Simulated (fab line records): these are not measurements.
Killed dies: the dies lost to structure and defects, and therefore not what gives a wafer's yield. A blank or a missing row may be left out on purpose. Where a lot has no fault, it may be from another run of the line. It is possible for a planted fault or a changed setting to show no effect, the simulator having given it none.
Chamber matching -- flow n5_finfet -- rie_diel-03 running N5_MOL_CONTACT_COAG_ETCH_110: 4 sister chambers
The step etches Si in CF4/O2, target depth 2.5 nm, time 8 s. 4 wafers are shown with their chamber, then 12 later ones without.

## EACH WAFER AND ITS CHAMBER
wafer,chamber,showerhead_plenum_p_Torr (Torr)
L086.4,3,2.15
L087.2,1,2.30
L087.3,0,2.25
L087.5,2,2.26

## WAFERS WITHOUT THEIR CHAMBER
wafer,showerhead_plenum_p_Torr (Torr)
L089.1,2.25
L089.2,2.15
L089.3,2.26
L089.4,2.29
L089.5,2.29
L089.6,2.26
L092.3,2.26
L092.4,2.15
L092.6,2.25
L096.1,2.15
L096.5,2.26
L096.6,2.29

## WHICH CHAMBER EACH WENT THROUGH
wafer,from the rows above,in truth
L089.1,0,0
L089.2,3,3
L089.3,2,2
L089.4,1,1
L089.5,1,1
L089.6,2,2
L092.3,2,2
L092.4,3,3
L092.6,0,0
L096.1,3,3
L096.5,2,2
L096.6,1,1
Placed correctly: 12 of 12. Left unplaced by these rows: 0. Number placed wrongly: 0.
How it was worked out, from the rows above alone: a wafer's distance from a chamber is the root of the sum, over the readings, of the square of ((its reading less the chamber's mean) divided by the reading's scatter). If the next closest chamber is less than 2 further off than the closest, the wafer can't be placed; otherwise it belongs to the closest. Each chamber's mean is taken over the wafers shown for it. The scatter: root of mean squared gap, hidden wafer to nearest shown wafer, with one shown wafer a chamber.
